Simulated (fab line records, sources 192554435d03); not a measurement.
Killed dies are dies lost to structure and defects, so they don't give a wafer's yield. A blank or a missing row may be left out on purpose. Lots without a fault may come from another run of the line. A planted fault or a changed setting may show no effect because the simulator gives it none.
fab line records | flow n5_finfet
record lots=6 wafers=16 last_day=17
route steps=1938 shown HKMG_FIN@400 BEOL_M4@1111 PASSIVATION@1936
lots that met no fault: from a run of the same line without faults
start_h: hours from the record's first day to the start of the lot's first wafer shown | wait_h: hours since the lot's step before | " the same as in the row above | L1.1+2: a row that stands for several wafers | - no value, or no start given | * or withheld: withheld | < > ~ a bound
route shown NAME@n: a module of which the file shows steps, and the number in the route of the first | usual: mean/standard deviation of fault-free wafers | same: alike in all rows | chamber/n: place in a boat | sites: the reading at each site | _std_site: their standard deviation | _edge_site: outer sites' mean less inner sites' | radius_mm: how far each site lies from the wafer's centre | mask NAME#n: copy n | behind: the tool/chamber that last shaped the wafer | hold: why the lot was held/for how many hours/how that ended | device: the transistor (n, p or np) that didn't switch | end of line: the same wafers' tests at the end of the route | a step without rows: its recipe alone | killed: dies lost to structure and defects at the first sort, not the wafer's yield | map: a wafer's dies, x killed, . not, _ none there
set.NAME: the setting as run; set.NAME@STEP: as run at that earlier step | model.NAME: the simulator's own value behind a step, which no gauge read
lots at some steps of the route; a table a step, a row a wafer
services: from which hour (start_h, from the record's first day; less than 0 if before it) a tool's chamber was out of use, for how many hours, and why
## steps
# step N5_HKMG_FIN_INSPECT_61
# recipe mode=adi inspect_instrument=macro
# usual raw_defect_count=2.0/1.3
# columns lot.wafer tool chamber start_h wait_h raw_defect_count
L131.1 defect_inspect-02 - 72.13 0.0 0
L131.4 " - " " 2
L131.6 " - " " 2
L137.1 defect_inspect-02 - 112.85 0.0 4
L137.4 " - " " 2
L142.4 defect_inspect-01 - 139.71 0.0 2
L142.6 " - " " 3
L146.3 defect_inspect-02 - 164.04 0.0 4
L146.4 " - " " 0
L146.6 " - " " 3
L147.2 defect_inspect-01 - 174.97 0.0 4
L147.5 " - " " 2
L147.6 " - " " 3
L152.1 defect_inspect-01 - 200.56 0.0 0
L152.5 " - " " 3
L152.6 " - " " 3
# step N5_HKMG_FIN_DESCUM_53
# recipe chemistry=O2 time_s=7.9 source_power_w=50 bias_power_w=20 pressure_mtorr=20 rf_frequency_hz=2.712e+07 temp_c=40 resist=CAR-ArF o2_flow_sccm=225
# usual drypump_motor_current_A=5.7/0.54 oes_product_au=0.80/0.11 rf_vpp_V=243.0/1.5 showerhead_plenum_p_Torr=2.07/0.073 throttle_valve_pct=20.41/0.24
# columns lot.wafer tool chamber start_h wait_h drypump_motor_current_A oes_product_au rf_hours_counter_h rf_vpp_V showerhead_plenum_p_Torr throttle_valve_pct
L131.1 rie_diel-01 3 72.17 0.0 6.1 0.69 232 243.2 2.08 20.88
L131.4 " 1 " " 6.7 0.71 218 243.2 2.06 20.80
L131.6 " 0 " " 6.0 0.83 - 241.7 2.10 20.20
L137.1 rie_diel-06 3 113.64 0.8 5.3 0.69 248 243.3 2.07 20.33
L137.4 " 1 " " 4.9 0.83 94 242.5 2.11 20.15
L142.4 rie_diel-02 0 139.76 0.0 5.6 0.73 - 241.8 2.00 20.49
L142.6 " 3 " " 6.5 0.69 - 241.2 1.97 20.03
L146.3 rie_diel-01 0 164.08 0.0 6.0 0.78 118 243.2 2.09 20.28
L146.4 " 1 " " 6.7 0.99 - 242.6 2.05 20.43
L146.6 " 3 " " 6.0 0.94 - 242.3 2.07 20.51
L147.2 rie_diel-01 0 175.00 0.0 6.0 0.78 123 242.1 2.08 20.27
L147.5 " 1 " " 6.7 0.96 - 242.5 2.05 20.43
L147.6 " 3 " " 6.1 0.94 - 243.9 2.07 20.53
L152.1 rie_diel-02 3 200.59 0.0 6.5 0.68 215 240.0 1.96 20.05
L152.5 " 3 " " 6.5 0.68 - 240.8 1.96 20.04
L152.6 " 2 " " 5.4 0.95 - 246.6 2.24 20.34
# step N5_HKMG_FIN_ETCH_54
# recipe chemistry=CF4 target=SiARC target_depth_a=455 mask_material=CAR-ArF time_s=75.8 ion_energy_ev=80 pressure_mtorr=40 source_w=545 bias_w=36 Ar_flow_sccm=100 cf4_flow_sccm=100 ends=cleared
# step N5_HKMG_FIN_ETCH_55
# recipe chemistry=N2/H2 target=SOC target_depth_a=2400 temp_c=40 time_s=300 ion_energy_ev=200 mask_material=SiARC pressure_mtorr=30 source_w=840 bias_w=150 n2_flow_sccm=200 h2_flow_sccm=200
# usual drypump_motor_current_A=5.7/0.54 h2_flow_sccm=199.9/0.68 oes_product_au=0.79/0.1 rf_vpp_V=523.2/2.4 showerhead_plenum_p_Torr=2.52/0.086 throttle_valve_pct=17.83/0.22
# columns lot.wafer tool chamber start_h wait_h drypump_motor_current_A h2_flow_sccm oes_product_au rf_hours_counter_h rf_vpp_V showerhead_plenum_p_Torr throttle_valve_pct
L131.1 rie_diel-01 3 72.26 0.0 6.1 199.8 0.69 232 523.1 2.51 18.12
L131.4 " 1 " " 6.7 199.8 0.70 218 524.2 2.51 18.21
L131.6 " 0 " " 6.0 199.5 0.82 - 525.8 2.56 17.68
L137.1 rie_diel-06 3 113.73 0.0 5.3 199.5 0.70 249 524.3 2.50 17.78
L137.4 " 1 " " 4.9 199.0 0.82 94 525.2 2.56 17.53
L142.4 rie_diel-02 0 139.92 0.1 5.6 199.6 0.74 - 521.4 2.43 17.99
L142.6 " 3 " " 6.6 199.6 0.69 - 521.7 2.44 17.86
L146.3 rie_diel-01 0 164.17 0.0 6.0 200.1 0.77 118 524.2 2.55 17.76
L146.4 " 1 " " 6.7 199.6 0.99 - 523.3 2.50 17.82
L146.6 " 3 " " 6.1 200.5 0.95 - 522.6 2.50 17.72
L147.2 rie_diel-01 0 175.09 0.0 6.0 200.3 0.75 123 525.6 2.54 17.75
L147.5 " 1 " " 6.7 198.6 0.96 - 523.1 2.49 17.84
L147.6 " 3 " " 6.1 199.2 0.92 - 523.0 2.50 17.72
L152.1 rie_diel-02 3 200.68 0.0 6.6 200.1 0.69 215 519.3 2.43 17.87
L152.5 " 3 " " 6.5 200.3 0.69 - 520.5 2.43 17.87
L152.6 " 2 " " 5.4 199.1 0.93 - 526.8 2.72 17.71
# step N5_HKMG_FIN_STRIP_56
# recipe chemistry=N2/H2 temp_c=40 n2_flow_sccm=200 h2_flow_sccm=200 rf_frequency_hz=6e+07
# step N5_HKMG_FIN_STRIP_57
# recipe chemistry=CF4 resist=SiARC power_w=300 bias_power_w=75 pressure_mtorr=50 cf4_flow_sccm=150 rf_frequency_hz=6e+07
# usual drypump_motor_current_A=5.7/0.54 oes_product_au=0.79/0.098 power_w=300.1/1 rf_vpp_V=270.8/1.6 showerhead_plenum_p_Torr=1.78/0.053 throttle_valve_pct=13.57/0.24
# columns lot.wafer tool chamber start_h wait_h drypump_motor_current_A oes_product_au power_w rf_hours_counter_h rf_vpp_V showerhead_plenum_p_Torr throttle_valve_pct
L131.1 rie_diel-01 3 72.45 0.0 6.1 0.68 301.1 232 269.6 1.78 14.01
L131.4 " 1 " " 6.7 0.70 298.7 218 271.7 1.78 14.00
L131.6 " 0 " " 6.0 0.83 300.3 - 270.6 1.81 13.44
L137.1 rie_diel-06 3 113.92 0.0 5.3 0.68 299.0 249 270.4 1.77 13.64
L137.4 " 1 " " 4.9 0.83 299.8 94 270.8 1.81 13.32
L142.4 rie_diel-02 0 140.03 0.0 5.5 0.74 299.0 - 267.9 1.72 13.68
L142.6 " 3 " " 6.5 0.69 299.4 - 269.6 1.72 13.52
L146.3 rie_diel-01 0 164.36 0.0 6.0 0.79 300.2 119 270.7 1.80 13.53
L146.4 " 1 " " 6.7 0.97 302.0 - 272.0 1.77 13.48
L146.6 " 3 " " 6.1 0.91 298.5 - 270.0 1.77 13.51
L147.2 rie_diel-01 0 175.28 0.0 6.0 0.78 300.6 123 271.1 1.80 13.56
L147.5 " 1 " " 6.7 0.94 300.3 - 269.6 1.77 13.50
L147.6 " 3 " " 6.1 0.90 302.3 - 270.7 1.77 13.52
L152.1 rie_diel-02 3 200.87 0.0 6.5 0.68 300.1 215 269.3 1.72 13.53
L152.5 " 3 " " 6.5 0.69 300.4 - 270.5 1.72 13.53
L152.6 " 2 " " 5.4 0.94 300.4 - 274.8 1.90 13.35
# step N5_HKMG_FIN_ETCH_58
# recipe chemistry=N2/H2 target=SOC target_depth_a=2158 ion_energy_ev=50 bias_w=13 time_s=741 pressure_mtorr=30 source_w=875 n2_flow_sccm=200 h2_flow_sccm=200
# usual drypump_motor_current_A=5.7/0.54 h2_flow_sccm=200.0/0.59 oes_product_au=0.79/0.11 rf_vpp_V=98.9/0.97 showerhead_plenum_p_Torr=2.52/0.086 throttle_valve_pct=17.79/0.22
# columns lot.wafer tool chamber start_h wait_h drypump_motor_current_A h2_flow_sccm oes_product_au rf_hours_counter_h rf_vpp_V showerhead_plenum_p_Torr throttle_valve_pct
L131.1 rie_diel-01 3 72.47 0.0 6.1 200.5 0.69 233 98.9 2.51 18.08
L131.4 " 1 " " 6.7 199.1 0.72 218 98.2 2.51 18.17
L131.6 " 0 " " 6.0 199.7 0.81 - 100.6 2.56 17.64
L137.1 rie_diel-06 3 113.94 0.0 5.3 199.0 0.68 249 98.2 2.50 17.73
L137.4 " 1 " " 4.9 199.8 0.82 94 99.2 2.56 17.49
L142.4 rie_diel-02 0 140.26 0.2 5.6 198.9 0.74 - 98.3 2.43 17.94
L142.6 " 3 " " 6.6 200.2 0.69 - 97.4 2.44 17.79
L146.3 rie_diel-01 0 164.38 0.0 6.0 200.8 0.77 119 99.6 2.55 17.69
L146.4 " 1 " " 6.7 200.4 0.99 - 98.9 2.50 17.76
L146.6 " 3 " " 6.1 200.6 0.94 - 99.1 2.50 17.68
L147.2 rie_diel-01 0 175.30 0.0 6.0 200.7 0.76 123 99.0 2.54 17.74
L147.5 " 1 " " 6.7 198.7 0.97 - 100.3 2.49 17.77
L147.6 " 3 " " 6.1 200.8 0.93 - 99.4 2.50 17.69
L152.1 rie_diel-02 3 200.89 0.0 6.5 200.1 0.68 216 98.0 2.43 17.81
L152.5 " 3 " " 6.5 200.9 0.68 - 97.7 2.43 17.82
L152.6 " 2 " " 5.4 200.7 0.94 - 100.8 2.72 17.69
# step N5_HKMG_FIN_STRIP_93
# recipe chemistry=N2/H2 material=SOC time_s=20 power_w=500 temp_c=40 pressure_mtorr=50 rf_frequency_hz=6e+07 bias_power_w=8 h2_frac=0.5 n2_flow_sccm=300 h2_flow_sccm=300
# usual drypump_motor_current_A=5.7/0.54 h2_flow_sccm=300.0/0.87 oes_product_au=0.80/0.11 power_w=500.0/1.4 rf_vpp_V=54.1/0.93 showerhead_plenum_p_Torr=3.33/0.11 throttle_valve_pct=19.05/0.25
# columns lot.wafer tool chamber start_h wait_h drypump_motor_current_A h2_flow_sccm oes_product_au power_w rf_hours_counter_h rf_vpp_V showerhead_plenum_p_Torr throttle_valve_pct
L131.1 rie_diel-01 3 72.90 0.2 6.1 298.2 0.70 500.5 233 54.3 3.32 19.16
L131.4 " 1 " " 6.7 300.2 0.72 497.5 219 53.5 3.32 19.33
L131.6 " 0 " " 6.0 299.2 0.83 500.2 - 53.0 3.39 18.88
L137.1 rie_diel-06 3 114.37 0.2 5.3 300.2 0.69 499.7 249 55.0 3.31 19.01
L137.4 " 1 " " 4.9 300.3 0.82 499.9 94 52.8 3.38 18.75
L142.4 rie_diel-02 0 140.50 0.0 5.6 299.2 0.74 499.5 - 52.6 3.22 19.48
L142.6 " 3 " " 6.6 299.8 0.70 502.5 - 54.1 3.23 19.31
L146.3 rie_diel-01 0 164.80 0.2 6.0 300.3 0.77 500.8 119 55.0 3.36 18.93
L146.4 " 1 " " 6.7 299.6 0.99 499.6 - 53.3 3.30 18.97
L146.6 " 3 " " 6.1 300.7 0.94 499.3 - 53.1 3.30 18.79
L147.2 rie_diel-01 0 175.73 0.2 6.0 300.4 0.77 497.7 123 53.8 3.36 18.94
L147.5 " 1 " " 6.8 300.6 0.97 500.1 - 54.2 3.30 18.99
L147.6 " 3 " " 6.1 300.3 0.92 497.6 - 53.7 3.30 18.79
L152.1 rie_diel-02 3 201.32 0.2 6.5 298.1 0.69 500.9 216 54.8 3.22 19.33
L152.5 " 3 " " 6.5 298.9 0.68 500.8 - 52.6 3.22 19.30
L152.6 " 2 " " 5.4 300.5 0.94 501.3 - 55.2 3.58 18.82
# step N5_HKMG_FIN_WET_ETCH_76
# recipe chemistry=dNH4OH mix=1:50 temp_c=25 target=Al2O3 stop_on=La2O3 target_depth_nm=2.25 dry=ipa_marangoni rinse_time_s=30 rinse_temp_c=23
# step N5_HKMG_FIN_STRIP_60
# recipe chemistry=N2/H2 power_w=2500 temp_c=300 h2_frac=0.65 time_s=360 pressure_mtorr=withheld n2_flow_sccm=1750 h2_flow_sccm=3250
# step N5_HKMG_FIN_WET_ETCH_77
# recipe chemistry=dHCl mix=1:10000 temp_c=25 target=La2O3 stop_on=HfO2 target_depth_nm=2
# step N5_HKMG_FIN_WET_ETCH_78
# recipe chemistry=dNH4OH mix=1:50 temp_c=25 target=Al2O3 stop_on=La2O3 target_depth_nm=4.5 dry=ipa_marangoni rinse_time_s=30 rinse_temp_c=23
# step N5_HKMG_FIN_ALD_79
# recipe material=TiN target_thk_a=15 temp_c=400 ald_precursor_family=TiCl4 ald_co_reactant=NH3 pulse_time_s=1 purge_time_s=3 co_reactant_purge_time_s=2 co_reactant_pulse_time_s=2 ald_cycles=68 pressure_torr=3
# usual co_reactant_pulse_time_s=2/0 heater_power_w=873/110 precursor_pulse_height_rel=1.000/0.02
# columns lot.wafer tool chamber start_h wait_h co_reactant_pulse_time_s heater_power_w precursor_pulse_height_rel since_wet_clean_h
L131.1 ald_metal-04 2 73.56 0.0 2 731 0.988 1275
L131.4 " 1 " " 2 892 0.977 1275
L131.6 " 3 " " 2 866 1.001 -
L137.1 ald_metal-01 2 115.00 0.0 2.1592 776 0.978 4393
L137.4 " 1 " " 2 729 0.986 4393
L142.4 ald_metal-01 0 141.11 0.0 2 896 0.986 4419
L142.6 " 3 " " 2.1592 966 0.999 -
L146.3 ald_metal-04 1 165.44 0.0 2 893 1.016 1367
L146.4 " 2 " " 2 737 0.998 1367
L146.6 " 1 " " 2 876 0.956 -
L147.2 ald_metal-04 1 176.41 0.0 2 878 1.023 1378
L147.5 " 0 " " 2 790 1.017 -
L147.6 " 1 " " 2 862 0.964 -
L152.1 ald_metal-01 3 201.96 0.0 2 981 0.994 4480
L152.5 " 0 " " 2 902 1.009 -
L152.6 " 1 " " 2 730 1.031 -
# step N5_HKMG_FIN_CVD_62
# recipe material=a-Si target_thk_a=30 temp_c=500 precursor=Si2H6 pressure_torr=1 time_s=20.8
# step N5_BEOL_M4_RC_MEAS_101
# usual DIBL_N=36.2/1.6 DIBL_P=36.1/2 IOFF_N=0.16/0.032 IOFF_P=0.22/0.036 ION_N=672/11 ION_P=463/7.5 SS_N=71.4/0.58 SS_P=73.2/0.67 VT_N=250/3.3 VT_P=-250/3.3
# columns lot.wafer tool chamber start_h wait_h DIBL_N[mV/V] DIBL_P[mV/V] IOFF_N[nA/um] IOFF_P[nA/um] ION_N[uA/um] ION_P[uA/um] SS_N[mV/dec] SS_P[mV/dec] VT_N[mV] VT_P[mV]
L131.1 prober-02 0 172.82 0.0 37.3 39.4 0.17 0.19 680 459 71.3 73.7 249 -252
L131.4 " 0 " " 37.8 39.4 0.17 0.19 680 452 71.4 73.7 251 -253
L131.6 " 0 " " 36.9 37.5 0.14 0.17 659 448 71.0 73.1 254 -257
L137.1 prober-02 0 217.67 0.0 36.8 37.5 0.16 0.21 684 466 71.2 72.8 250 -251
L137.4 " 0 " " 35.6 36.2 0.14 0.18 669 458 71.4 73.0 252 -254
L142.4 prober-01 0 238.36 0.5 37.8 38.8 0.20 0.30 680 472 71.7 73.8 244 -244
L142.6 " 0 " " 37.1 37.5 0.19 0.28 683 477 72.1 72.7 246 -242
L146.3 prober-02 0 270.54 0.3 38.1 39.2 0.21 0.26 676 460 71.8 74.0 244 -247
L146.4 " 0 " " 38.1 38.5 0.19 0.26 684 460 72.0 73.7 248 -246
L146.6 " 0 " " 38.0 38.3 0.22 0.26 690 469 71.6 74.0 242 -244
L147.2 prober-02 0 276.62 0.2 35.3 34.4 0.14 0.20 664 457 71.7 73.3 253 -251
L147.5 " 0 " " 34.2 34.1 0.13 0.19 665 459 70.5 73.0 256 -251
L147.6 " 0 " " 32.5 30.8 0.11 0.15 664 451 70.6 71.6 254 -253
L152.1 prober-02 0 294.82 0.0 34.8 34.8 0.14 0.20 667 461 70.8 72.5 252 -248
L152.5 " 0 " " 36.3 34.7 0.16 0.19 667 459 72.1 73.4 253 -250
L152.6 " 0 " " 35.2 34.6 0.13 0.19 668 463 71.0 73.1 254 -248
# step N5_PASSIVATION_PROBE_49
# usual defect_limited_yield=91.4/1.3 killed_at_M0_to_M3=34/10 killed_at_M4_up=14/5.6 killed_at_contacts=13/5.9 killed_at_front_end=37/9.9 killed_at_other=3.5/2.8 killed_dies=101/15 killed_on_rim=13/3.9 killed_open=67/12 killed_short=32/6.6 sort_bin_5_function=5.0/0.81 sort_bin_6_memory=3.2/0.66 sort_n_pass=1079/15 sort_yield_pct=91.4/1.3
# same gross_dies=1180 killed_at_back_side=0 sort_bin_4_leakage[%]=0 sort_bin_8_speed[%]=0
# columns lot.wafer tool chamber start_h wait_h defect_limited_yield[%] killed_at_M0_to_M3 killed_at_M4_up killed_at_contacts killed_at_front_end killed_at_other killed_dies killed_on_rim killed_open killed_short sort_bin_5_function[%] sort_bin_6_memory[%] sort_n_pass sort_yield_pct[%]
L147.2 prober-01 - 376.62 0.1 91.9 36 8 14 35 3 96 10 55 41 5.0 2.5 1084 91.9
L147.5 prober-01 - 376.77 0.2 93.1 21 13 7 37 3 81 8 51 30 3.6 3.0 1099 93.1
L147.6 prober-01 - 376.82 0.3 91.9 32 6 15 37 5 95 10 64 30 4.7 3.3 1085 91.9
# killed by level:class
L147.2 BEOL_M0_SAQP:geometric_particle:short=12 MOL_CONTACT_COAG:geometric_particle:open=10 FIN_SAQP:geometric_particle:short=8 GATE_CUT:geometric_particle:short=6 BEOL_M2:geometric_particle:open=6 BEOL_M0_SAQP:geometric_particle:open=5 BEOL_M1:geometric_particle:open=5 FIN_SAQP:geometric_particle:open=4
L147.5 GATE_CUT:geometric_particle:short=10 BEOL_M2:geometric_particle:open=7 GATE_CUT:geometric_particle:open=6 MOL_CONTACT_COAG:geometric_particle:open=6 FIN_SAQP:geometric_particle:open=5 STI_FIN_REVEAL:geometric_particle:open=4 BEOL_M0_SAQP:geometric_particle:short=4 BEOL_M7:geometric_particle:open=4
L147.6 BEOL_M2:geometric_particle:open=14 MOL_CONTACT_COAG:geometric_particle:open=13 FIN_SAQP:geometric_particle:open=7 GATE_CUT:geometric_particle:short=6 BEOL_M0_SAQP:geometric_particle:open=6 STI_FIN_REVEAL:geometric_particle:open=5 GATE_CUT:geometric_particle:open=3 BEOL_M0:geometric_particle:open=3
## services
# columns tool chamber start_h hours kind
rie_diel-02 - 96.68 28.1 pm
rie_diel-01 - 105.62 2.8 pm
rie_diel-01 3 118.77 - clean
rie_diel-01 3 118.77 - consumable_replace:focus_ring
rie_diel-01 3 118.77 22.9 scheduled_down
rie_diel-01 3 118.77 22.9 vent_cycle
rie_diel-02 3 126.12 3.5 repair
rie_diel-02 2 139.13 - clean
rie_diel-02 2 139.13 - consumable_replace:focus_ring
rie_diel-02 2 139.13 - consumable_replace:showerhead
rie_diel-02 2 139.13 19.0 scheduled_down
rie_diel-02 2 139.13 19.0 vent_cycle
rie_diel-01 1 141.67 - clean
rie_diel-01 1 141.67 - consumable_replace:focus_ring
rie_diel-01 1 141.67 20.2 scheduled_down
rie_diel-01 1 141.67 20.2 vent_cycle
rie_diel-02 3 143.67 19.0 repair
rie_diel-01 2 162.14 - clean
rie_diel-01 2 162.14 - consumable_replace:focus_ring
rie_diel-01 2 162.14 15.7 scheduled_down
rie_diel-01 2 162.14 15.7 vent_cycle
ald_metal-01 0 166.46 3.5 repair
ald_metal-01 2 175.13 6.4 repair
ald_metal-04 - 195.52 1.3 repair
## key
first_sign step=N5_HKMG_FIN_ALD_79 reading=co_reactant_pulse_time_s direction=up sigmas=99+ usual=* struck=*
effect none on later readings
met_at N5_HKMG_FIN_ALD_79
struck_wafers L137.1,L142.6
fault kind=process_parameter_drift tool=ald_metal-01 chamber=- onset_h=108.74 steps=N5_HKMG_FIN_ALD_79 channel=co_reactant_pulse_time_s offset=* shape=step end_h=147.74 scope=struck_wafers_only acts_in=* stated=*
